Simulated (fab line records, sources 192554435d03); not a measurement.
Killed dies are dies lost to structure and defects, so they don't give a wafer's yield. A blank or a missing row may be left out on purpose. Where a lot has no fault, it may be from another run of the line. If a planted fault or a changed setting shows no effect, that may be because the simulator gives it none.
Which of the tools did it? / flow n5 finfet / 10 lots with 30 wafers sampled at 4 steps, on a route of 1938 steps

WHAT EACH GAUGE READ, for each wafer
N5_BEOL_M8_CD_MEAS_28 targets a cd of 40 nm.
lot=L197; measured=day 12 19:01; on=cd sem-01; cd nm (nm)=40.17 39.69 39.47
lot=L198; measured=day 13 07:04; on=cd sem-02; cd nm (nm)=40.27 40.17 40.08
lot=L205; measured=day 16 21:17; on=cd sem-01; cd nm (nm)=39.88 39.99 40.40
lot=L208; measured=day 16 22:47; on=cd sem-03; cd nm (nm)=40.18 40.33 40.49
lot=L206; measured=day 17 10:08; on=cd sem-01; cd nm (nm)=39.92 40.11 40.17
lot=L210; measured=day 18 15:53; on=cd sem-01; cd nm (nm)=40.27 40.18 40.08
lot=L207; measured=day 18 23:49; on=cd sem-01; cd nm (nm)=40.34 40.01 40.18
lot=L211; measured=day 19 00:03; on=cd sem-01; cd nm (nm)=40.05 39.79 39.86
lot=L200; measured=day 19 07:30; on=cd sem-02; cd nm (nm)=40.14 39.99 39.76
lot=L214; measured=day 19 08:25; on=cd sem-03; cd nm (nm)=39.92 39.73 40.19

N5_BEOL_M8_CD_MEAS_35 targets a cd of 40 nm.
lot=L197; measured=day 12 19:44; on=cd sem-03; cd nm (nm)=40.7 40.0 39.9
lot=L198; measured=day 13 07:46; on=cd sem-02; cd nm (nm)=39.6 38.4 39.6
lot=L205; measured=day 16 22:00; on=cd sem-03; cd nm (nm)=40.5 41.0 41.1
lot=L208; measured=day 16 23:30; on=cd sem-02; cd nm (nm)=40.1 40.8 40.9
lot=L206; measured=day 17 10:58; on=cd sem-01; cd nm (nm)=39.3 40.2 40.0
lot=L210; measured=day 18 16:36; on=cd sem-02; cd nm (nm)=39.6 40.4 40.8
lot=L207; measured=day 19 00:53; on=cd sem-03; cd nm (nm)=40.9 40.6 40.0
lot=L211; measured=day 19 01:17; on=cd sem-01; cd nm (nm)=39.6 39.5 39.4
lot=L200; measured=day 19 08:13; on=cd sem-03; cd nm (nm)=40.2 40.3 40.2
lot=L214; measured=day 19 09:29; on=cd sem-03; cd nm (nm)=40.0 39.7 40.3

WHICH TOOL RAN EACH LOT (tool, then ch and the chambers of the sampled wafers, then the start)
lot=L197; N5_BEOL_M8_ETCH_62=rie diel-04 ch 0,1,3, day 12 17:58; N5_BEOL_M8_ETCH_66=rie diel-02 ch 1,2,3, day 12 19:14
lot=L198; N5_BEOL_M8_ETCH_62=rie diel-04 ch 0,1,2, day 13 04:14; N5_BEOL_M8_ETCH_66=rie diel-02 ch 0,2, day 13 07:16
lot=L205; N5_BEOL_M8_ETCH_62=rie diel-04 ch 0,2,3, day 16 20:20; N5_BEOL_M8_ETCH_66=rie diel-02 ch 2,3, day 16 21:29
lot=L208; N5_BEOL_M8_ETCH_62=rie diel-02 ch 2,3, day 16 21:14; N5_BEOL_M8_ETCH_66=rie diel-05 ch 1,3, day 16 22:59
lot=L206; N5_BEOL_M8_ETCH_62=rie diel-02 ch 0,2,3, day 17 06:41; N5_BEOL_M8_ETCH_66=rie diel-05 ch 1,3, day 17 10:27
lot=L210; N5_BEOL_M8_ETCH_62=rie diel-04 ch 1,2, day 18 14:11; N5_BEOL_M8_ETCH_66=rie diel-05 ch 0,2, day 18 16:05
lot=L207; N5_BEOL_M8_ETCH_62=rie diel-02 ch 0,2,3, day 18 21:04; N5_BEOL_M8_ETCH_66=rie diel-02 ch 1,2,3, day 19 00:22
lot=L211; N5_BEOL_M8_ETCH_62=rie diel-05 ch 1,2,3, day 18 21:14; N5_BEOL_M8_ETCH_66=rie diel-02 ch 0,1,2, day 19 00:46
lot=L200; N5_BEOL_M8_ETCH_62=rie diel-04 ch 1,2,3, day 19 05:20; N5_BEOL_M8_ETCH_66=rie diel-02 ch 0,3, day 19 07:43
lot=L214; N5_BEOL_M8_ETCH_62=rie diel-05 ch 1,2,3, day 19 05:56; N5_BEOL_M8_ETCH_66=rie diel-02 ch 0,2,3, day 19 08:59
- N5_BEOL_M8_ETCH_62: etches SOC in N2/H2, target depth 110 nm, overetch 22 nm, time 165 s.
- N5_BEOL_M8_ETCH_66: etches SOC in N2/H2, target depth 80 nm, overetch 16 nm, time 120 s.

WHAT THE TOOLS THEMSELVES READ (means of the sampled wafers that have a number; where no wafer has one, the mark that the record gives instead)
N5_BEOL_M8_ETCH_62.
lot=L197; tool=rie diel-04; drypump motor current A (A)=5.6; oes product au (a.u.)=0.76; rf fwd power W (W)=835.2; rf vpp V (V)=525.2; showerhead plenum p Torr (Torr)=2.59; temp c (C)=40.00; throttle valve pct (%)=17.83
lot=L198; tool=rie diel-04; drypump motor current A (A)=5.6; oes product au (a.u.)=0.68; rf fwd power W (W)=838.6; rf vpp V (V)=524.4; showerhead plenum p Torr (Torr)=2.56; temp c (C)=40.00; throttle valve pct (%)=17.88
lot=L205; tool=rie diel-04; drypump motor current A (A)=5.5; oes product au (a.u.)=0.74; rf fwd power W (W)=839.8; rf vpp V (V)=524.2; showerhead plenum p Torr (Torr)=2.59; temp c (C)=39.91; throttle valve pct (%)=17.69
lot=L208; tool=rie diel-02; drypump motor current A (A)=5.6; oes product au (a.u.)=0.62; rf fwd power W (W)=839.3; rf vpp V (V)=522.4; showerhead plenum p Torr (Torr)=2.49; temp c (C)=39.88; throttle valve pct (%)=18.12
lot=L206; tool=rie diel-02; drypump motor current A (A)=5.6; oes product au (a.u.)=0.70; rf fwd power W (W)=837.9; rf vpp V (V)=524.8; showerhead plenum p Torr (Torr)=2.59; temp c (C)=39.96; throttle valve pct (%)=17.89
lot=L210; tool=rie diel-04; drypump motor current A (A)=5.3; oes product au (a.u.)=0.72; rf fwd power W (W)=839.1; rf vpp V (V)=522.4; showerhead plenum p Torr (Torr)=2.47; temp c (C)=39.97; throttle valve pct (%)=17.69
lot=L207; tool=rie diel-02; drypump motor current A (A)=5.7; oes product au (a.u.)=0.68; rf fwd power W (W)=838.0; rf vpp V (V)=525.5; showerhead plenum p Torr (Torr)=2.59; temp c (C)=40.00; throttle valve pct (%)=17.91
lot=L211; tool=rie diel-05; drypump motor current A (A)=5.9; oes product au (a.u.)=0.75; rf fwd power W (W)=839.7; rf vpp V (V)=526.8; showerhead plenum p Torr (Torr)=2.63; temp c (C)=39.92; throttle valve pct (%)=17.74
lot=L200; tool=rie diel-04; drypump motor current A (A)=5.3; oes product au (a.u.)=0.71; rf fwd power W (W)=836.9; rf vpp V (V)=522.9; showerhead plenum p Torr (Torr)=2.50; temp c (C)=39.96; throttle valve pct (%)=17.81
lot=L214; tool=rie diel-05; drypump motor current A (A)=5.9; oes product au (a.u.)=0.75; rf fwd power W (W)=838.3; rf vpp V (V)=526.7; showerhead plenum p Torr (Torr)=2.63; temp c (C)=40.00; throttle valve pct (%)=17.74

N5_BEOL_M8_ETCH_66.
lot=L197; tool=rie diel-02; drypump motor current A (A)=5.7; oes product au (a.u.)=0.57; rf fwd power W (W)=1037; rf vpp V (V)=487.5; showerhead plenum p Torr (Torr)=2.57; temp c (C)=40.03; throttle valve pct (%)=17.99
lot=L198; tool=rie diel-02; drypump motor current A (A)=5.7; oes product au (a.u.)=0.57; rf fwd power W (W)=1035; rf vpp V (V)=488.9; showerhead plenum p Torr (Torr)=2.58; temp c (C)=39.89; throttle valve pct (%)=17.97
lot=L205; tool=rie diel-02; drypump motor current A (A)=5.6; oes product au (a.u.)=0.56; rf fwd power W (W)=835; rf vpp V (V)=522.5; showerhead plenum p Torr (Torr)=2.49; temp c (C)=39.99; throttle valve pct (%)=18.11
lot=L208; tool=rie diel-05; drypump motor current A (A)=5.8; oes product au (a.u.)=0.60; rf fwd power W (W)=839; rf vpp V (V)=526.9; showerhead plenum p Torr (Torr)=2.67; temp c (C)=40.12; throttle valve pct (%)=17.85
lot=L206; tool=rie diel-05; drypump motor current A (A)=6.2; oes product au (a.u.)=0.56; rf fwd power W (W)=837; rf vpp V (V)=525.5; showerhead plenum p Torr (Torr)=2.63; temp c (C)=40.05; throttle valve pct (%)=17.93
lot=L210; tool=rie diel-05; drypump motor current A (A)=6.1; oes product au (a.u.)=0.64; rf fwd power W (W)=834; rf vpp V (V)=525.0; showerhead plenum p Torr (Torr)=2.58; temp c (C)=39.95; throttle valve pct (%)=17.90
lot=L207; tool=rie diel-02; drypump motor current A (A)=5.7; oes product au (a.u.)=0.54; rf fwd power W (W)=835; rf vpp V (V)=523.8; showerhead plenum p Torr (Torr)=2.55; temp c (C)=39.92; throttle valve pct (%)=18.06
lot=L211; tool=rie diel-02; drypump motor current A (A)=5.6; oes product au (a.u.)=0.60; rf fwd power W (W)=836; rf vpp V (V)=526.6; showerhead plenum p Torr (Torr)=2.65; temp c (C)=39.86; throttle valve pct (%)=17.84
lot=L200; tool=rie diel-02; drypump motor current A (A)=5.6; oes product au (a.u.)=0.60; rf fwd power W (W)=836; rf vpp V (V)=523.0; showerhead plenum p Torr (Torr)=2.51; temp c (C)=40.02; throttle valve pct (%)=17.91
lot=L214; tool=rie diel-02; drypump motor current A (A)=5.6; oes product au (a.u.)=0.60; rf fwd power W (W)=841; rf vpp V (V)=524.8; showerhead plenum p Torr (Torr)=2.58; temp c (C)=39.97; throttle valve pct (%)=17.90

THE ANSWER, worked out from the rows above alone
Rule: the usual values come from the lots themselves. Put in order of their means at a reading, lots are off if they are a third of the lots or fewer, leave a main group of 4 or more, and stand apart from it by a gap of 3 or more times the standard deviation of the main group's means; of several such gaps the widest counts. The tables above print the reading to a certain number of digits; a main group whose means all agree to those digits is not used. Also off: a lot with no number at a reading for which 4 or more lots have one. Where the step has rows for the other lots, those lots are counted as sound. Order of review: gauges by route order, followed by the tools' own readings, for which a lot's mean as printed above is used. The first step at which some lot is off is used, and at that step the reading that is off furthest; a lot without a number counts as furthest.
Off at N5_BEOL_M8_ETCH_66 (rf fwd power W): L197, L198. Mean 837 W and standard deviation 2.2 in the main group.
If a tool, at that step or one of the process steps before it, ran each lot that is off and ran no sound lot following the first of them, it fits. Of those tried, none fits.

WHAT THE SIMULATOR HAD PUT IN
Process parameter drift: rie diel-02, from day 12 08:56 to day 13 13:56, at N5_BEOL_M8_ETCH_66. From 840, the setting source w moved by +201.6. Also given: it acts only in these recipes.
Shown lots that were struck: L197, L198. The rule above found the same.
